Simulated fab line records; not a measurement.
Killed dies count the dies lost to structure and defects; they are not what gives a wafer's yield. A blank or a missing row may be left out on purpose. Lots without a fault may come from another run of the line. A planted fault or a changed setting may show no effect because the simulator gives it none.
Struck lot and sound lot, side by side | flow n5-finfet | 38 out of 1938 route steps
Sound: the wafers L865.4, L865.5, L865.6. Struck: wafer L877.2. (L877.3, L877.6 of the same lot were not struck and are left out.) The cause comes at the end.
For every step that has rows: the tool of each side, followed by ch and its chambers, followed by its first start. Under that, the readings that differ: sound wafers | struck wafers | difference of the means | sigmas: that difference in standard deviations of wafers without a fault.
alike: a reading whose means differ by less than 2 such deviations, as well as words and numbers matching on both sides. not compared: withheld readings; readings where some wafer has no value; bounds like >300 that might hide an equal value; numbers whose values overlap and for which the record gives no deviation.
A row with sigmas, a row that says differs or no value, or rows on one side alone: a step with any of these is where the two part. When numbers do not overlap yet have no deviation, they are printed without sigmas and do not part them. A reading that every wafer of one side lacks parts them only if that side has two wafers or more.

first, 9 steps without rows for these wafers: N5_BEOL_M14_PRE_CLEAN_42 (time 30 s); N5_BEOL_M14_SPUTTER_43 (material TaN, target thk 15 nm, time 24.19 s); N5_BEOL_M14_SPUTTER_44 (material Ta, target thk 15 nm, time 24.19 s); N5_BEOL_M14_SPUTTER_45 (material Cu, target thk 100 nm, time 16.67 s); N5_BEOL_M14_ECD_47 (material Cu, target thk 1248 nm); N5_BEOL_M14_ANNEAL_48 (time 90 s); N5_BEOL_M14_CMP_49 (polishes, stops on SiO2, t overpolish 5.2 s, target thk 560 nm); N5_BEOL_M14_PRE_CLEAN_52 (time 15 s); N5_BEOL_M14_DEP_53 (deposits SiCN from 3MS/NH3, target thk 50 nm, time 17.8 s).
N5_BEOL_M15_ILD_DEP_00: deposits SiO2 from TEOS/O2, target thk 1629.3 nm, time 346.1 s.
  sound on pecvd-04 ch 0,1,2, day 12 12:53; struck on pecvd-04 ch 1, day 15 12:31
  reading                                       | sound             | struck | difference | sigmas
  run-length-s (s)                              | 389.4 389.7 388.4 | 699.4  | +310.2     | +99 or more
  model.SiO2_of_BEOL_M15_ILD_DEP_00.thk-nm (nm) | 1630 1643 1673    | 3032   | +1383      |
  alike: heater-power-outer-w, heater-power-w, showerhead-plenum-p-Torr, showerhead-vpp-V, susceptor-temp-C, throttle-valve-pct
N5_BEOL_M15_THK_MEAS_01:
  struck on film-metro-01, day 15 12:46; sound on film-metro-01, day 12 13:02
  reading          | sound          | struck | difference | sigmas
  M15_ILD_THK (nm) | 1630 1643 1674 | 3033   | +1384      | +55
then, 10 steps without rows for these wafers: N5_BEOL_M15_COAT_58 (time 60 s, resist thk 89 nm); N5_BEOL_M15_COAT_04 (resist thk 800 nm); N5_BEOL_M15_EBR_06; N5_BEOL_M15_SOFTBAKE_05 (time 60 s); N5_BEOL_M15_EXPOSE_07 (exposes mask V14); N5_BEOL_M15_PEB_08 (peb time 90 s); N5_BEOL_M15_DEVELOP_09 (develop time 45 s); N5_BEOL_M15_HARDBAKE_14 (time 120 s); N5_BEOL_M15_DESCUM_15 (chemistry O2, time 7.9 s); N5_BEOL_M15_ETCH_59 (etches BARC in N2/H2, target depth 89 nm, overetch 26.7 nm, time 67.9 s).
N5_BEOL_M15_VIA_ETCH_16: etches SiO2 in C4F8/O2/Ar, target depth 1792.2 nm.
  sound on rie-diel-03 ch 0,1,3, day 12 13:38; struck on rie-diel-01 ch 1, day 15 13:15
  reading                                    | sound             | struck | difference | sigmas
  oes-product-au (a.u.)                      | 0.65 0.67 0.63    | 0.81   | +0.16      | +2
  model.etch.depth-nm (nm)                   | 1630 1643 1673    | 3032   | +1383      |
  model.coat_of_BEOL_M15_COAT_04.thk-nm (nm) | 342.8 337.6 323.2 | 0      | -335       |
  alike: O2_flow_sccm, drypump-motor-current-A, he-outer-torr, mfc-ar-sccm, oes_o_777_au, rf-vpp-V, showerhead-plenum-p-Torr, throttle-valve-pct
then, 4 steps without rows for these wafers: N5_BEOL_M15_STRIP_63 (strips in O2); N5_BEOL_M15_STRIP_64 (strips in O2); N5_BEOL_M15_STRIP_65 (strips in post etch residue remover, time 60 s); N5_BEOL_M15_SRD_66 (time 30 s, dry time 30 s).
N5_BEOL_M15_CD_MEAS_17: target cd 360 nm.
  struck on cd-sem-03, day 15 13:40; sound on cd-sem-01, day 12 14:03
  reading    | sound             | struck | difference | sigmas
  cd-nm (nm) | 358.3 360.6 358.8 | 375.9  | +16.7      | +8
then, 9 steps without rows for these wafers: N5_BEOL_M15_COAT_56 (time 60 s, resist thk 550 nm); N5_BEOL_M15_ETCH_57 (etches SOC in N2/H2, time 750 s); N5_BEOL_M15_COAT_60 (time 60 s, resist thk 89 nm); N5_BEOL_M15_COAT_22 (resist thk 800 nm); N5_BEOL_M15_EBR_24; N5_BEOL_M15_SOFTBAKE_23 (time 60 s); N5_BEOL_M15_EXPOSE_25 (exposes mask M15, target cd 400 nm); N5_BEOL_M15_PEB_26 (peb time 90 s); N5_BEOL_M15_DEVELOP_27 (develop time 45 s).
N5_BEOL_M15_CMP_49: polishes, stops on SiO2, t overpolish 4.9 s, target thk 850 nm.
  sound on cmp-01 ch 1,2, day 12 18:22; struck on cmp-03 ch 0, day 15 20:17
  reading                                       | sound          | struck | difference | sigmas
  motor-current-A (A)                           | 6.7 7.0 7.7    | 9.8    | +2.7       | +3
  model.SiO2_of_BEOL_M15_ILD_DEP_00.thk-nm (nm) | 1551 1563 1595 | 2954   | +1384      |
  alike: head-pressure-psi
N5_PASSIVATION_PROBE_49:
  rows exist in the record for the sound wafers here (prober-02, day 13 12:26), none for the struck ones

== WHERE THEY PART ==
At N5_BEOL_M15_ILD_DEP_00 first; at N5_PASSIVATION_PROBE_49 last (within this record only).

WHY: what had been put in by the simulator
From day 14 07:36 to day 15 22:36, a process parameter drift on pecvd-04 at N5_BEOL_M15_ILD_DEP_00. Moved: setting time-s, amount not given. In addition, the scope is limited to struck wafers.
